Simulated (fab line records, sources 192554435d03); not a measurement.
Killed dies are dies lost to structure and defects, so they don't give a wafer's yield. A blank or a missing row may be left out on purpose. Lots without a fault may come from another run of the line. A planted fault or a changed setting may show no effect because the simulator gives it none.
fab line records | flow n5_finfet | part 1 of 2: steps 1 to 23 of 35
record lots=5 wafers=15 last_day=19
route steps=1938 shown BEOL_M8@1380 BEOL_M9@1401
lots that met no fault: from a run of the same line without faults
start_h: hours from the record's first day to the start of the lot's first wafer shown | wait_h: hours since the lot's step before | " the same as in the row above | L1.1+2: a row that stands for several wafers | - no value, or no start given | * or withheld: withheld | < > ~ a bound
route shown NAME@n: a module of which the file shows steps, and the number in the route of the first | usual: mean/standard deviation of fault-free wafers | same: alike in all rows | chamber/n: place in a boat | sites: the reading at each site | _std_site: their standard deviation | _edge_site: outer sites' mean less inner sites' | radius_mm: how far each site lies from the wafer's centre | mask NAME#n: copy n | behind: the tool/chamber that last shaped the wafer | hold: why the lot was held/for how many hours/how that ended | device: the transistor (n, p or np) that didn't switch | end of line: the same wafers' tests at the end of the route | a step without rows: its recipe alone | killed: dies lost to structure and defects at the first sort, not the wafer's yield | map: a wafer's dies, x killed, . not, _ none there
set.NAME: the setting as run; set.NAME@STEP: as run at that earlier step | model.NAME: the simulator's own value behind a step, which no gauge read
lots at some steps of the route; a table a step, a row a wafer
services: from which hour (start_h, from the record's first day; less than 0 if before it) a tool's chamber was out of use, for how many hours, and why
## steps
# step N5_BEOL_M8_OCD_MEAS_38
# usual trench_depth_nm=94.2/1.8
# columns lot.wafer tool chamber start_h wait_h trench_depth_nm
L080.2 ocd-02 - 288.31 - 94.6
L080.5 " - " " 94.2
L080.6 " - " " 94.6
L082.3 ocd-02 - 298.23 - 94.7
L082.4 " - " " 93.7
L082.6 " - " " 94.4
L087.1 ocd-01 - 321.62 - 94.5
L087.2 " - " " 95.5
L087.3 " - " " 95.7
L093.2 ocd-02 - 351.30 - 92.7
L093.4 " - " " 92.8
L093.6 " - " " 93.1
L097.2 ocd-02 - 386.34 - 93.9
L097.4 " - " " 93.1
L097.6 " - " " 98.2
# step N5_BEOL_M8_HM_STRIP_39
# recipe chemistry=peroxide_tin_strip material=TiN target_depth_a=250 temp_c=50 time_s=158
# usual bath_guard_temp_C=50.1/0.52
# columns lot.wafer tool chamber start_h wait_h bath_guard_temp_C
L080.2 wet_bench-06 5 288.34 0.0 50.7
L080.5 " 2 " " 49.7
L080.6 " 1 " " 50.1
L082.3 wet_bench-06 1 298.31 0.1 50.2
L082.4 " 7 " " 50.6
L082.6 " 3 " " 50.3
L087.1 wet_bench-04 7 321.66 0.0 50.1
L087.2 " 0 " " 50.6
L087.3 " 3 " " 50.4
L093.2 wet_bench-03 5 351.33 0.0 49.4
L093.4 " 1 " " 50.4
L093.6 " 6 " " 49.5
L097.2 wet_bench-04 2 386.37 0.0 50.4
L097.4 " 1 " " 49.9
L097.6 " 5 " " 49.6
# step N5_BEOL_M8_SRD_40
# recipe time_s=30 temp_c=23 rinse_liquid=diw dry=ipa_marangoni
# columns lot.wafer tool chamber start_h wait_h
L080.2+5+6 wet_bench-06 5,2,1 288.39 0.0
L082.3+4+6 wet_bench-06 1,7,3 298.36 0.0
L087.1+2+3 wet_bench-04 7,0,3 321.71 0.0
L093.2+4+6 wet_bench-03 5,1,6 351.38 0.0
L097.2+4+6 wet_bench-04 2,1,5 386.42 0.0
# step N5_BEOL_M8_PRECLEAN_42
# recipe chemistry=residue_remover time_s=60 temp_c=40
# usual bath_guard_temp_C=40.1/0.51
# columns lot.wafer tool chamber start_h wait_h bath_guard_temp_C
L080.2 wet_bench-06 5 288.41 0.0 40.3
L080.5 " 2 " " 39.9
L080.6 " 1 " " 40.3
L082.3 wet_bench-06 1 298.38 0.0 40.4
L082.4 " 7 " " 40.7
L082.6 " 3 " " 39.8
L087.1 wet_bench-04 7 321.73 0.0 39.6
L087.2 " 0 " " 40.5
L087.3 " 3 " " 39.7
L093.2 wet_bench-03 5 351.40 0.0 39.5
L093.4 " 1 " " 40.0
L093.6 " 6 " " 39.8
L097.2 wet_bench-04 2 386.44 0.0 40.4
L097.4 " 1 " " 40.1
L097.6 " 5 " " 39.5
# step N5_BEOL_M8_SRD_43
# recipe time_s=30 temp_c=23 rinse_liquid=diw dry=ipa_marangoni
# columns lot.wafer tool chamber start_h wait_h
L080.2+5+6 wet_bench-06 5,2,1 288.42 0.0
L082.3+4+6 wet_bench-06 1,7,3 298.39 0.0
L087.1+2+3 wet_bench-04 7,0,3 321.74 0.0
L093.2+4+6 wet_bench-03 5,1,6 351.42 0.0
L097.2+4+6 wet_bench-04 2,1,5 386.45 0.0
# step N5_BEOL_M8_CD_MEAS_35
# recipe target_cd_nm=40 polarity=opening
# usual cd_nm=40.0/0.97
# columns lot.wafer tool chamber start_h wait_h cd_nm
L080.2 cd_sem-03 - 288.47 0.0 38.8
L080.5 " - " " 39.7
L080.6 " - " " 40.0
L082.3 cd_sem-03 - 298.44 0.0 40.0
L082.4 " - " " 40.0
L082.6 " - " " 39.3
L087.1 cd_sem-03 - 321.78 0.0 38.0
L087.2 " - " " 38.4
L087.3 " - " " 39.6
L093.2 cd_sem-02 - 351.46 0.0 38.3
L093.4 " - " " 39.4
L093.6 " - " " 39.0
L097.2 cd_sem-01 - 386.49 0.0 41.0
L097.4 " - " " 40.8
L097.6 " - " " 41.8
# step N5_BEOL_M8_CURE_75
# recipe temp_c=370 time_s=120 ambient=DMADMS/He material=SiCOH_lowk
# usual lamp_power_pct=52.32/0.053 wafer_temp_C_max=372.0/0.52
# columns lot.wafer tool chamber start_h wait_h lamp_power_pct wafer_temp_C_max
L080.2 uv_cure-02 0 288.56 0.1 52.37 371.5
L080.5 " 0 " " 52.28 371.6
L080.6 " 0 " " 52.38 371.8
L082.3 uv_cure-01 1 298.68 0.2 52.42 371.6
L082.4 " 1 " " 52.39 371.7
L082.6 " 1 " " 52.25 371.7
L087.1 uv_cure-01 1 321.94 0.1 52.32 372.0
L087.2 " 1 " " 52.28 371.5
L087.3 " 1 " " 52.31 371.9
L093.2 uv_cure-02 0 351.55 0.1 52.39 371.2
L093.4 " 0 " " 52.29 371.4
L093.6 " 0 " " 52.31 371.5
L097.2 uv_cure-01 2 386.63 0.1 52.28 372.0
L097.4 " 2 " " 52.33 372.1
L097.6 " 2 " " 52.23 371.5
# step N5_BEOL_M8_DEGAS_44
# recipe ambient=vacuum temp_c=250 time_s=60
# usual heater_power_w=347/34 susceptor_temp_C=250.00/0.16
# columns lot.wafer tool chamber start_h wait_h heater_power_w susceptor_temp_C
L080.2 pvd_sputter-01 - 288.85 0.2 344 249.96
L080.5 " - " " 443 249.78
L080.6 " - " " 362 249.97
L082.3 pvd_sputter-03 - 299.52 0.8 351 249.96
L082.4 " - " " 350 249.91
L082.6 " - " " 343 250.07
L087.1 pvd_sputter-01 - 322.51 0.5 347 250.29
L087.2 " - " " 333 250.26
L087.3 " - " " 432 249.84
L093.2 pvd_sputter-02 - 352.74 1.1 312 249.83
L093.4 " - " " 310 250.05
L093.6 " - " " 315 249.87
L097.2 pvd_sputter-02 - 387.17 0.4 382 249.94
L097.4 " - " " 303 249.86
L097.6 " - " " 307 249.78
# step N5_BEOL_M8_PRE_CLEAN_45
# recipe gas=H2/He time_s=30 temp_c=250
# usual heater_power_w=347/33 susceptor_temp_C=249.98/0.17
# columns lot.wafer tool chamber start_h wait_h heater_power_w susceptor_temp_C
L080.2 pvd_sputter-01 - 288.89 0.0 340 250.11
L080.5 " - " " 429 250.09
L080.6 " - " " 361 250.12
L082.3 pvd_sputter-03 - 299.56 0.0 339 249.70
L082.4 " - " " 333 249.70
L082.6 " - " " 347 250.02
L087.1 pvd_sputter-01 - 322.55 0.0 344 249.70
L087.2 " - " " 343 249.95
L087.3 " - " " 425 250.02
L093.2 pvd_sputter-02 - 352.78 0.0 317 249.94
L093.4 " - " " 315 250.46
L093.6 " - " " 322 250.10
L097.2 pvd_sputter-02 - 387.21 0.0 378 250.00
L097.4 " - " " 299 249.75
L097.6 " - " " 315 250.08
# step N5_BEOL_M8_ALD_77
# recipe material=TaN target_thk_a=20 temp_c=275 ald_precursor_family=PDMAT ald_co_reactant=NH3 pressure_torr=3 carrier_flow_sccm=1500 pulse_time_s=2 purge_time_s=3 co_reactant_purge_time_s=2 co_reactant_pulse_time_s=3 ald_cycles=40 precursor_vessel_temp_c=75 precursor_vessel_pressure_torr=26.25 precursor_vessel_carrier_sccm=1000
# usual heater_power_w=419/31 susceptor_temp_C=275.01/0.19
# columns lot.wafer tool chamber start_h wait_h heater_power_w since_wet_clean_h susceptor_temp_C
L080.2 ald_metal-03 3 288.95 0.0 368 1490 275.23
L080.5 " 3 " " 359 - 274.99
L080.6 " 0 " " 422 - 274.81
L082.3 ald_metal-03 1 299.62 0.0 459 1501 274.81
L082.4 " 0 " " 428 1501 275.13
L082.6 " 2 " " 402 - 274.88
L087.1 ald_metal-02 3 322.61 0.0 388 6139 274.91
L087.2 " 2 " " 422 6139 274.93
L087.3 " 1 " " 359 6139 274.68
L093.2 ald_metal-01 3 352.84 0.0 394 3093 274.83
L093.4 " 1 " " 456 3093 275.44
L093.6 " 3 " " 399 - 275.07
L097.2 ald_metal-03 1 387.27 0.0 459 1589 275.28
L097.4 " 3 " " 367 1589 275.09
L097.6 " 3 " " 367 - 275.31
# step N5_BEOL_M8_SURFACE_TREAT_79
# recipe gas=Ar time_s=* ion_energy_ev=* ion_current_ma_cm2=0.5 pressure_mtorr=* ar_flow_sccm=30
# usual throttle_valve_pct=*
# columns lot.wafer tool chamber start_h wait_h throttle_valve_pct
L080.2 pvd_sputter-01 - 289.25 0.2 *
L080.5 " - " " *
L080.6 " - " " *
L082.3 pvd_sputter-01 - 299.98 0.2 *
L082.4 " - " " *
L082.6 " - " " *
L087.1 pvd_sputter-01 - 323.11 0.4 *
L087.2 " - " " *
L087.3 " - " " *
L093.2 pvd_sputter-03 - 353.34 0.4 *
L093.4 " - " " *
L093.6 " - " " *
L097.2 pvd_sputter-01 - 387.58 0.2 *
L097.4 " - " " *
L097.6 " - " " *
# step N5_BEOL_M8_CVD_78
# recipe material=Co target_thk_a=20 temp_c=withheld precursor=CCTBA/H2 pressure_torr=30 time_s=142.3
# columns lot.wafer tool chamber start_h wait_h since_wet_clean_h
L080.2 cvd_co-01 1 289.39 0.1 1268
L080.5 " 1 " " -
L080.6 " 0 " " -
L082.3 cvd_co-02 2 300.04 0.0 601
L082.4 " 1 " " -
L082.6 " 0 " " -
L087.1 cvd_co-01 1 323.20 0.1 1302
L087.2 " 2 " " 403
L087.3 " 0 " " 865
L093.2 cvd_co-01 2 353.72 0.4 -
L093.4 " 2 " " -
L093.6 " 2 " " -
L097.2 cvd_co-01 1 387.87 0.3 31
L097.4 " 2 " " -
L097.6 " 1 " " -
# step N5_BEOL_M8_SPUTTER_48
# recipe material=Cu target_thk_a=100 temp_c=-20 bias_v=60 power_w=26000 chamber_pressure_pa=0.13 time_s=1.667
# usual cathode_dc_power_W=26001/5 susceptor_temp_C=-20.01/0.1 throttle_valve_pct=29.6/1.3
# columns lot.wafer tool chamber start_h wait_h cathode_dc_power_W susceptor_temp_C throttle_valve_pct
L080.2 pvd_sputter-01 - 289.58 0.1 25998 -20.14 31.1
L080.5 " - " " 26003 -20.12 30.8
L080.6 " - " " 25999 -20.03 32.9
L082.3 pvd_sputter-01 - 300.16 0.1 25995 -20.10 32.6
L082.4 " - " " 26007 -19.97 31.3
L082.6 " - " " 26001 -19.96 30.9
L087.1 pvd_sputter-01 - 323.35 0.1 26001 -20.10 28.6
L087.2 " - " " 26001 -20.04 30.9
L087.3 " - " " 26001 -20.04 32.6
L093.2 pvd_sputter-01 - 353.98 0.2 25995 -19.92 28.5
L093.4 " - " " 25996 -20.10 30.8
L093.6 " - " " 26000 -20.09 30.6
L097.2 pvd_sputter-03 - 389.29 1.4 26002 -19.89 28.9
L097.4 " - " " 25993 -19.98 27.7
L097.6 " - " " 26001 -20.05 29.5
# step N5_BEOL_M8_ECD_50
# recipe material=Cu target_thk_a=3000
# columns lot.wafer tool chamber start_h wait_h
L080.2+5+6 ecd_cu-02 0,0,1 289.69 0.1
L082.3+4+6 ecd_cu-01 1,0,0 300.30 0.1
L087.1+2+3 ecd_cu-01 0,1,1 323.47 0.1
L093.2+4+6 ecd_cu-02 1 354.10 0.1
L097.2+4+6 ecd_cu-02 1,0,0 389.41 0.1
# step N5_BEOL_M8_ANNEAL_51
# recipe temp_c=225 time_s=90 ambient=N2
# usual anneal_temp_c_max=226.32/0.27 wafer_temp_C_max=226.4/0.31
# columns lot.wafer tool chamber start_h wait_h anneal_temp_c_max wafer_temp_C_max
L080.2 rtp_anneal-01 0 290.25 0.5 226.56 226.4
L080.5 " 0 " " 225.93 225.8
L080.6 " 0 " " 226.17 226.0
L082.3 rtp_anneal-02 0 300.46 0.1 226.57 226.4
L082.4 " 0 " " 226.62 227.1
L082.6 " 0 " " 226.03 227.2
L087.1 rtp_anneal-01 0 324.06 0.6 226.30 226.1
L087.2 " 0 " " 226.32 226.5
L087.3 " 0 " " 226.09 225.7
L093.2 rtp_anneal-02 0 354.63 0.5 226.27 225.9
L093.4 " 0 " " 226.38 226.2
L093.6 " 0 " " 227.08 226.9
L097.2 rtp_anneal-01 0 389.64 0.2 226.04 225.9
L097.4 " 0 " " 226.66 226.2
L097.6 " 0 " " 226.47 226.1
# step N5_BEOL_M8_CMP_52
# recipe stop_on=SiCOH_lowk t_overpolish_s=6.9 down_force_psi=1 platen_rpm=50 clearing_platen_down_force_psi=1.5 clearing_platen_rpm=50 post_cmp_clean=cu_alkaline target_thk_nm=80 clearing_platen_pad_velocity_m_s=0.99484 pad_velocity_m_s=0.99484
# usual barrier_field_endpoint_s=28.8/0.87 head_pressure_psi=1.0004/0.0023 motor_current_A=6.2/0.67 overpolish_run_s=6.900/0.0086 slurry_filter_dp_kPa=13.51/0.13 time_to_endpoint_s=61/4.2
# same t_overpolish_s=6.9
# columns lot.wafer tool chamber start_h wait_h barrier_field_endpoint_s head_pressure_psi motor_current_A overpolish_run_s slurry_filter_dp_kPa time_to_endpoint_s
L080.2 cmp-02 3 290.54 0.2 29.2 0.9986 6.3 6.900 13.53 66
L080.6 " 2 " " 29.2 0.9972 4.9 6.887 13.49 60
L080.5 " 3 " " 29.8 0.9960 6.6 6.905 13.41 65
L082.4 cmp-01 0 300.67 0.1 29.5 1.0034 5.8 6.900 13.40 70
L082.3 " 1 " " 29.9 1.0042 7.3 6.900 13.61 67
L082.6 " 0 " " 29.9 1.0007 5.5 6.917 13.44 65
L087.2 cmp-02 2 324.37 0.2 28.5 1.0003 5.0 6.887 13.36 60
L087.1 " 3 " " 29.4 0.9986 6.4 6.898 13.49 68
L087.3 " 0 " " 29.0 0.9999 7.3 6.911 13.45 65
L093.2 cmp-02 1 354.88 0.2 27.7 1.0039 5.6 6.893 13.54 58
L093.4 " 2 " " 29.1 1.0000 4.9 6.898 13.64 61
L093.6 " 2 " " 29.0 1.0026 4.9 6.909 13.72 61
L097.4 cmp-01 3 389.93 0.2 28.8 1.0013 5.9 6.905 13.30 53
L097.2 " 0 " " 29.3 1.0005 5.9 6.896 13.46 61
L097.6 " 3 " " 28.6 0.9989 6.4 6.904 13.35 53
# step N5_BEOL_M8_THK_MEAS_53
# recipe thk_meas_gauge=xrf reads=Cu_of_BEOL_M8_ECD_50
# usual M8_THK=79.2/2.3
# columns lot.wafer tool chamber start_h wait_h M8_THK[nm]
L080.2 film_metro-01 - 290.79 - 78.6
L080.5 " - " " 79.6
L080.6 " - " " 78.6
L082.3 film_metro-01 - 300.97 - 81.9
L082.4 " - " " 79.6
L082.6 " - " " 80.6
L087.1 film_metro-01 - 324.66 - 82.7
L087.2 " - " " 81.0
L087.3 " - " " 81.8
L093.2 film_metro-02 - 355.18 - 77.9
L093.4 " - " " 78.2
L093.6 " - " " 80.0
L097.2 film_metro-01 - 390.23 - 80.4
L097.4 " - " " 77.5
L097.6 " - " " 82.8
# step N5_BEOL_M8_PRE_CLEAN_55
# recipe gas=NH3 time_s=15 temp_c=withheld rf_power_w=300
# columns lot.wafer tool chamber start_h wait_h since_wet_clean_h
L080.2 pecvd-01 0 290.83 0.0 995
L080.5 " 0 " " -
L080.6 " 1 " " -
L082.3 pecvd-04 1 301.00 0.0 2092
L082.4 " 1 " " -
L082.6 " 0 " " -
L087.1 pecvd-02 1 324.70 0.0 1572
L087.2 " 0 " " 847
L087.3 " 2 " " 93
L093.2 pecvd-01 1 355.22 0.0 1784
L093.4 " 2 " " -
L093.6 " 1 " " -
L097.2 pecvd-02 1 390.26 0.0 1638
L097.4 " 2 " " -
L097.6 " 0 " " -
# step N5_BEOL_M8_DEP_56
# recipe material=SiCN target_thk_a=100 temp_c=withheld precursor=3MS/NH3 pressure_torr=3 rf_w=202 time_s=17.5
# usual showerhead_plenum_p_Torr=3.667/0.013 throttle_valve_pct=9.3/0.52
# columns lot.wafer tool chamber start_h wait_h showerhead_plenum_p_Torr since_wet_clean_h throttle_valve_pct
L080.2 pecvd-01 0 290.86 0.0 3.679 995 9.6
L080.5 " 0 " " 3.679 - 9.9
L080.6 " 1 " " 3.666 - 10.0
L082.3 pecvd-04 1 301.03 0.0 3.682 2092 10.1
L082.4 " 1 " " 3.684 - 9.8
L082.6 " 0 " " 3.643 - 8.8
L087.1 pecvd-02 1 324.73 0.0 3.671 1572 9.7
L087.2 " 0 " " 3.681 847 9.3
L087.3 " 2 " " 3.669 93 8.8
L093.2 pecvd-01 1 355.24 0.0 3.665 1784 9.8
L093.4 " 2 " " 3.664 - 8.6
L093.6 " 1 " " 3.677 - 10.0
L097.2 pecvd-02 1 390.29 0.0 3.672 1638 9.7
L097.4 " 2 " " 3.669 - 8.7
L097.6 " 0 " " 3.676 - 9.2
# step N5_BEOL_M8_RS_MEAS_57
# recipe thk_meas_gauge=four-point-probe reads=Cu_of_BEOL_M8_ECD_50+Co_of_BEOL_M8_CVD_78+TaN_of_BEOL_M8_ALD_77
# usual M8_RS=0.285/0.009
# columns lot.wafer tool chamber start_h wait_h M8_RS[ohm/sq]
L080.2 film_metro-02 - 290.93 0.1 0.282
L080.5 " - " " 0.278
L080.6 " - " " 0.281
L082.3 film_metro-01 - 301.10 0.1 0.274
L082.4 " - " " 0.282
L082.6 " - " " 0.278
L087.1 film_metro-01 - 324.79 0.1 0.277
L087.2 " - " " 0.283
L087.3 " - " " 0.279
L093.2 film_metro-01 - 355.31 0.1 0.291
L093.4 " - " " 0.291
L093.6 " - " " 0.286
L097.2 film_metro-02 - 390.36 0.1 0.280
L097.4 " - " " 0.293
L097.6 " - " " 0.269
# step N5_BEOL_M8_INSPECT_58
# recipe inspect_instrument=darkfield mode=post_dep
# usual raw_defect_count=75/22
# columns lot.wafer tool chamber start_h wait_h raw_defect_count
L080.2 defect_inspect-02 - 290.95 0.0 86
L080.5 " - " " 113
L080.6 " - " " 97
L082.3 defect_inspect-01 - 301.12 0.0 80
L082.4 " - " " 64
L082.6 " - " " 37
L087.1 defect_inspect-02 - 324.82 0.0 103
L087.2 " - " " 90
L087.3 " - " " 69
L093.2 defect_inspect-01 - 355.34 0.0 64
L093.4 " - " " 65
L093.6 " - " " 63
L097.2 defect_inspect-02 - 390.38 0.0 69
L097.4 " - " " 62
L097.6 " - " " 65
# step N5_BEOL_M9_ILD_DEP_00
# recipe material=SiCOH_lowk target_thk_a=3085.1 temp_c=300 precursor=DEMS/porogen pressure_torr=5 rf_w=500 time_s=58
# usual heater_power_w=315/53 showerhead_plenum_p_Torr=5.743/0.017 susceptor_temp_C=300.00/0.19 throttle_valve_pct=13.9/0.68
# columns lot.wafer tool chamber start_h wait_h heater_power_w showerhead_plenum_p_Torr since_wet_clean_h susceptor_temp_C throttle_valve_pct
L080.2 pecvd-04 0 290.99 0.0 352 5.726 1357 300.02 13.3
L080.5 " 2 " " 356 5.722 - 299.92 12.5
L080.6 " 1 " " 314 5.761 - 300.13 15.1
L082.3 pecvd-03 1 301.16 0.0 264 5.751 1911 299.91 14.0
L082.4 " 2 " " 342 5.769 - 300.21 13.7
L082.6 " 0 " " 294 5.756 - 299.80 14.3
L087.1 pecvd-04 1 324.86 0.0 307 5.743 2116 299.73 15.2
L087.2 " 2 " " 377 5.723 637 299.93 13.0
L087.3 " 0 " " 379 5.705 1391 299.90 13.2
L093.2 pecvd-03 0 355.37 0.0 274 5.760 1241 299.69 13.9
L093.4 " 0 " " 280 5.769 - 300.06 14.2
L093.6 " 2 " " 331 5.746 - 299.87 13.7
L097.2 pecvd-03 0 390.42 0.0 289 5.766 1276 300.15 14.3
L097.4 " 1 " " 269 5.727 - 300.26 14.1
L097.6 " 0 " " 288 5.764 - 300.09 13.9
# step N5_BEOL_M9_CURE_71
# recipe temp_c=385 time_s=240 ambient=He/Ar material=SiCOH_lowk
# usual lamp_power_pct=52.31/0.055 wafer_temp_C_max=387.2/0.68
# columns lot.wafer tool chamber start_h wait_h lamp_power_pct wafer_temp_C_max
L080.2 uv_cure-01 2 291.15 0.1 52.36 386.9
L080.5 " 2 " " 52.34 386.8
L080.6 " 2 " " 52.26 386.5
L082.3 uv_cure-02 1 301.40 0.2 52.31 389.0
L082.4 " 1 " " 52.29 387.6
L082.6 " 1 " " 52.32 386.9
L087.1 uv_cure-03 1 324.94 0.0 52.31 386.6
L087.2 " 1 " " 52.22 387.3
L087.3 " 1 " " 52.36 387.1
L093.2 uv_cure-01 2 355.53 0.1 52.31 387.9
L093.4 " 2 " " 52.39 387.0
L093.6 " 2 " " 52.32 387.2
L097.2 uv_cure-01 0 390.66 0.2 52.18 386.4
L097.4 " 0 " " 52.32 386.7
L097.6 " 0 " " 52.29 386.2
